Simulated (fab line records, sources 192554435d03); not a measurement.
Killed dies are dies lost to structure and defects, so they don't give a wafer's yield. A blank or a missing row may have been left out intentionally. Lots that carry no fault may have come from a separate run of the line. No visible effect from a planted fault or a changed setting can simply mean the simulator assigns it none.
Chamber matching / flow n5-finfet / N5_MIM_BOT_ETCH_ETCH_04 on rie-diel-06: 4 sister chambers
The step etches SiNx in CF4/O2, target depth 26 nm, time 13 s. 4 wafers are shown with their chamber, then 7 later ones without.

## WAFERS WITH THEIR CHAMBER
wafer=L782.2; chamber=2; showerhead-plenum-p-Torr (Torr)=2.24
wafer=L782.5; chamber=3; showerhead-plenum-p-Torr (Torr)=2.17
wafer=L781.3; chamber=1; showerhead-plenum-p-Torr (Torr)=2.32
wafer=L781.4; chamber=0; showerhead-plenum-p-Torr (Torr)=2.28

## WAFERS MISSING THEIR CHAMBER
wafer=L781.6; showerhead-plenum-p-Torr (Torr)=2.24
wafer=L785.1; showerhead-plenum-p-Torr (Torr)=2.24
wafer=L785.3; showerhead-plenum-p-Torr (Torr)=2.31
wafer=L785.4; showerhead-plenum-p-Torr (Torr)=2.27
wafer=L791.1; showerhead-plenum-p-Torr (Torr)=2.27
wafer=L791.2; showerhead-plenum-p-Torr (Torr)=2.31
wafer=L791.6; showerhead-plenum-p-Torr (Torr)=2.17

## EACH ONE'S CHAMBER
wafer=L781.6; from the rows above=2; in truth=2
wafer=L785.1; from the rows above=2; in truth=2
wafer=L785.3; from the rows above=1; in truth=1
wafer=L785.4; from the rows above=0; in truth=0
wafer=L791.1; from the rows above=0; in truth=0
wafer=L791.2; from the rows above=1; in truth=1
wafer=L791.6; from the rows above=3; in truth=3
Placed correctly: 7 of 7. Left unplaced by these rows: 0. Number placed wrongly: 0.
How it was worked out, from the rows above alone: a wafer's distance from a chamber is the root of the sum, over the readings, of the square of ((its reading less the chamber's mean) divided by the reading's scatter). The wafer belongs to the nearest chamber; if the next one is less than 2 further off, it can't be placed. A chamber's mean is the mean of its shown wafers. The scatter: root of mean squared gap, hidden wafer to nearest shown wafer, with one shown wafer a chamber.
